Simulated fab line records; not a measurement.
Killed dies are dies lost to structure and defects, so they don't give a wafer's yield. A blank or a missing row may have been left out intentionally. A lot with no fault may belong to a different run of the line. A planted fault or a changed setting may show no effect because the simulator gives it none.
Struck lot and sound lot, side by side ; flow n5_finfet ; 36 out of 1938 route steps
Sound: these wafers, L296.2, L296.3, L296.4. Struck: wafer L302.4 (L302.3, L302.6, from the same lot, were not struck and are left out); the cause is given at the end.
Per side, at each step with rows, come the tool, then ch with its chambers, and then its first start. Under that, the readings that differ: sound wafers ; struck wafers ; difference of the means ; sigmas: that difference in standard deviations of wafers without a fault.
alike: words and numbers the same on both sides, and readings whose means are apart by under 2 such deviations; not compared: readings that were withheld, readings missing a value for some wafer, numbers with overlapping values and no deviation given by the record, and bounds like >300 which may hide the same value.
Wherever a step has rows on one side only, a row that says differs or no value, or a row with sigmas, the two part there. Numbers that have no deviation but don't overlap get no sigmas and don't part them. A reading that every wafer of one side lacks parts them only if that side has two wafers or more.

first, 9 steps without rows for these wafers: N5_SD_EPI_N_DEVELOP_08 (develop time 30 s); N5_SD_EPI_N_DESCUM_14 (chemistry O2, time 7.9 s); N5_SD_EPI_N_ETCH_34 (etches SiARC in CF4, target depth 45.5 nm, time 75.8 s); N5_SD_EPI_N_ETCH_35 (etches SOC in N2/H2, overetch 108 nm, time 486 s); N5_SD_EPI_N_STRIP_36 (strips in N2/H2); N5_SD_EPI_N_ETCHBACK_44 (etches SiNx in CH3F/O2, stops on SiO2, target depth 14.5 nm); N5_SD_EPI_N_ETCH_45 (etches SiOCN in CH3F/O2, target depth 6 nm); N5_SD_EPI_N_ETCH_16 (etches SiO2 in CHF3/O2, target depth 5 nm); N5_SD_EPI_N_STRIP_47 (strips in CHF3/O2).
N5_SD_EPI_N_SD_RECESS_17: chemistry HBr/Cl2/O2, target depth 41 nm, time 23.7 s, bt time 3 s.
  sound on rie_si-01 ch 0,1,3, day 4 03:02; struck on rie_si-01 ch 0, day 5 11:35
reading;sound;struck;difference;sigmas
rf_hours_counter_h (h);6 7 24;25;+13;
model.etch.depth_nm (nm);41.05 41.61 41.02;48.41;+7.18;
model.SD_EPI_N.feature_depth_nm (nm);41 41.6 41;48.4;+7.2;
model.Si_of_WELL_APT_EPI_41.thk_nm (nm);8.8 8.4 8.8;4.2;-4.5;
  alike: drypump_motor_current_A, mfc_cl2_sccm, oes_o_777_au, oes_product_au, throttle_valve_pct
then, 2 steps without rows for these wafers: N5_SD_EPI_N_STRIP_38 (strips in N2/H2); N5_SD_EPI_N_WET_ETCH_43 (etches SiO2 in dHF, time 14 s, target depth 1.5 nm).
N5_SD_EPI_N_STRIP_18: strips in SPM, time 750 s.
  sound on wet_bench-06 ch 1,2,3, day 4 03:13; struck on wet_bench-06 ch 3, day 5 11:46
reading;sound;struck;difference;sigmas
model.Si_of_WELL_APT_EPI_41.thk_nm (nm);8.4 8 8.4;3.8;-4.5;
then, 21 steps without rows for these wafers: N5_SD_EPI_N_SRD_20 (time 30 s); N5_SD_EPI_N_PRECLEAN_48 (cleans in NF3:NH3, afs cycles 2, time 20 s, sublimation time 60 s); N5_SD_EPI_N_VAPOR_ETCH_50 (etches Si in HCl, time 54 s); N5_SD_EPI_N_EPI_21 (deposits Si:P, time 690 s); N5_SD_EPI_N_PRECLEAN_24 (cleans in O3/DIW, time 60 s); N5_SD_EPI_N_SRD_25 (time 30 s); N5_SD_EPI_N_PRECLEAN_49 (cleans in NF3:NH3, afs cycles 1, time 20 s, sublimation time 60 s); N5_SD_EPI_N_LINER_46 (material SiNx, target thk 3 nm); N5_SD_EPI_P_COAT_34 (time 60 s, resist thk 350 nm); N5_SD_EPI_P_COAT_35 (time 60 s, resist thk 35 nm); N5_SD_EPI_P_COAT_03 (resist thk 150 nm); N5_SD_EPI_P_EBR_05; N5_SD_EPI_P_SOFTBAKE_04 (time 60 s); N5_SD_EPI_P_EXPOSE_06 (exposes mask SD P BLK, target cd 240 nm); N5_SD_EPI_P_PEB_07 (peb time 60 s); N5_SD_EPI_P_DEVELOP_08 (develop time 30 s); N5_SD_EPI_P_DESCUM_14 (chemistry O2, time 7.9 s); N5_SD_EPI_P_ETCH_36 (etches SiARC in CF4, target depth 45.5 nm, time 75.8 s); N5_SD_EPI_P_ETCH_37 (etches SOC in N2/H2, overetch 108 nm, time 486 s); N5_SD_EPI_P_STRIP_38 (strips in N2/H2); N5_SD_EPI_P_ETCHBACK_46 (etches SiNx in CH3F/O2, stops on SiO2, target depth 17.5 nm).
-- a jump in the record: the struck wafers' starts before and after are 5 days apart (it breaks off in module SD_EPI_P and resumes in module BEOL_M4, where the first step shown is number 1111 of the route) --
N5_BEOL_M4_RC_MEAS_101:
  sound on prober-01 ch 0, day 9 23:47; struck on prober-01 ch 0, day 10 16:35
reading;sound;struck;difference;sigmas
CJ_N;4.31 4.40 4.30;4.89;+0.55;+9
DIBL_N (mV/V);37.1 37.9 36.8;49.7;+12.4;+10
IOFF_N (nA/um);0.157 0.161 0.151;2.011;+1.855;+93
IOFF_N_85C (nA/um);3.1 3.2 3.0;25.9;+22.8;+69
IOFF_N_LIN (nA/um);0.073 0.072 0.069;0.109;+0.038;+5
SS_N (mV/dec);72.0 71.9 71.0;98.5;+26.9;+60
VT_N (mV);252.2 247.9 250.5;244.7;-5.5;-2
  alike: DIBL_P, IOFF_P, ION_N, ION_P, SS_P, VT_P
-- a jump in the record: the struck wafers' starts before and after are 4 days apart (it breaks off in module BEOL_M4 and resumes in module PASSIVATION, where the first step shown is number 1936 of the route) --
N5_PASSIVATION_PROBE_49:
  sound: prober-01 at day 13 23:08; struck: prober-02 at day 14 16:30
reading;sound;struck;difference;sigmas
sort_bin_4_leakage (%);0 0 0;90.08;+90.08;
sort_n_pass;1066 1067 1053;0;-1062;-66
sort_yield_pct (%);90.3 90.4 89.2;0;-90;-64
  alike: defect_limited_yield, killed_at_M0_to_M3, killed_at_M4_up, killed_at_contacts, killed_at_front_end, killed_at_other, killed_dies, killed_open, killed_short, sort_bin_5_function, sort_bin_6_memory

WHERE THEY PART
Earliest at N5_BEOL_M4_RC_MEAS_101; latest, in this record, at N5_PASSIVATION_PROBE_49.

WHY: the cause the simulator had injected
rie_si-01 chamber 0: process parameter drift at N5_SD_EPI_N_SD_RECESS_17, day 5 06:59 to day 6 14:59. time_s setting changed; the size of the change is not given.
